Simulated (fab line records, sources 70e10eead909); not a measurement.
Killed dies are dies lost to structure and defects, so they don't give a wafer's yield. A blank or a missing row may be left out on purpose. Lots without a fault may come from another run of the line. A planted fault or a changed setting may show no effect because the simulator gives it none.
A struck lot beside a sound one | flow nand_harc | 15 steps out of a route of 1159
Sound: wafers L952.1, L952.2, L952.5. Struck: wafers L955.1, L955.4, L955.6. The cause comes at the end.
At each step with rows: each side's tool, then ch and its chambers, then its first start. Under that, the readings that differ: sound wafers | struck wafers | difference of the means | sigmas: that difference in standard deviations of wafers without a fault.
alike: readings whose means differ by less than 2 such deviations, and words and numbers that are the same on both sides. not compared: withheld readings, readings that some wafer has no value for, bounds like >300 that may hide the same value, and numbers for which the record gives no deviation and whose values overlap.
The two part at a step that has a row with sigmas, a row that says differs or no value, or rows on one side only. Numbers that don't overlap but have no deviation are shown without sigmas and don't part them. A reading that every wafer of one side lacks parts them only if that side has two wafers or more.

NHARC_A_SGD_CUT_STRIP_17: strips in O2.
  sound on rie_diel-07 ch 2,3; struck on rie_diel-02 ch 0,2,3
  alike: drypump_motor_current_A, oes_product_au, rf_vpp_V, showerhead_plenum_p_Torr, throttle_valve_pct
  not compared: rf_hours_counter_h
then, 4 steps without rows for these wafers: NHARC_A_SGD_CUT_PRECLEAN_18 (cleans in SC1); NHARC_A_SGD_CUT_SRD_19; NHARC_A_SGD_CUT_DEP_20 (deposits SiO2, target thk 150 nm); NHARC_A_SGD_CUT_ANNEAL_27 (time 1800 s).
NHARC_A_SGD_CUT_CMP_21: polishes, target thk 148.19 nm.
  sound on cmp-01 ch 0,2, day 16 06:41; struck on cmp-04 ch 0,2,3, day 16 12:04
  alike: edge_zone_pressure_frac, motor_current_A, time_to_endpoint_s
NHARC_A_SGD_CUT_THK_MEAS_22: measures by ellipsometry.
  sound on film_metro-02, day 16 06:57; struck on film_metro-02, day 16 12:16
  alike: thk_nm
then, 2 steps without rows for these wafers: NHARC_A_SGD_CUT_SRD_23; NHARC_A_SGD_CUT_ETCH_26 (etches SiO2 in dHF, target depth 45.8 nm).
NHARC_A_SGD_CUT_ETCHBACK_24: etches the open film in CH3F/O2, target depth 50 nm, time 92.857 s.
  sound on rie_diel-02 ch 2,3, day 16 07:15; struck on rie_diel-02 ch 0,3, day 16 12:31
  reading               | sound          | struck         | difference | sigmas
  oes_product_au (a.u.) | 1.00 0.99 1.01 | 0.92 0.93 0.92 | -0.08      | -2
  alike: drypump_motor_current_A, rf_vpp_V, showerhead_plenum_p_Torr, throttle_valve_pct
  not compared: rf_hours_counter_h
NHARC_A_SGD_CUT_STRIP_28: strips in O2, time 20 s.
  sound on rie_diel-02 ch 0,2,3, day 16 07:26; struck on rie_diel-02 ch 0,3, day 16 12:43
  alike: drypump_motor_current_A, oes_product_au, rf_vpp_V, showerhead_plenum_p_Torr, throttle_valve_pct
  not compared: rf_hours_counter_h
NHARC_A_SGD_CUT_INSPECT_25:
  sound on defect_inspect-01, day 16 07:32; struck on defect_inspect-01, day 16 12:49
  alike: raw_defect_count
NHARC_A_SLIT_DEP_25: deposits SiO2, target thk 200 nm.
  sound on pecvd-03 ch 0,2, day 16 07:36; struck on pecvd-03 ch 0,1, day 16 12:58
  no value came back on the struck wafers for chamber_pressure_Torr (Torr), flow_sccm (sccm), heater_power_w (W), throttle_valve_pct (%); on the sound wafers chamber_pressure_Torr (Torr) reads 6.512 6.497 6.513
NHARC_A_SLIT_DEP_00: deposits aC, target thk 3200 nm.
  sound on acl_dep-02 ch 0, day 16 08:45; struck on acl_dep-01 ch 0, day 16 15:08
  reading                | sound                | struck               | difference                    | sigmas
  susceptor_temp_C (C)   | 399.46 399.72 399.66 | - - -                | no value on the struck wafers |
  throttle_valve_pct (%) | 35.020 35.004 35.018 | 34.988 34.994 34.997 | -0.021                        | -2
-- the record jumps here: 7 days lie between the struck wafers' starts before and after (it left off in module A_SLIT and takes up again in module END, whose first step shown is number 1159 of the route) --
NHARC_END_SORT_01:
  the record has rows for the struck wafers here (prober-02 ch 0, day 23 05:19) and none for the sound ones

WHERE THEY PART
First at NHARC_A_SGD_CUT_ETCHBACK_24; last, within this record, at NHARC_END_SORT_01.

WHY: what the simulator had put in
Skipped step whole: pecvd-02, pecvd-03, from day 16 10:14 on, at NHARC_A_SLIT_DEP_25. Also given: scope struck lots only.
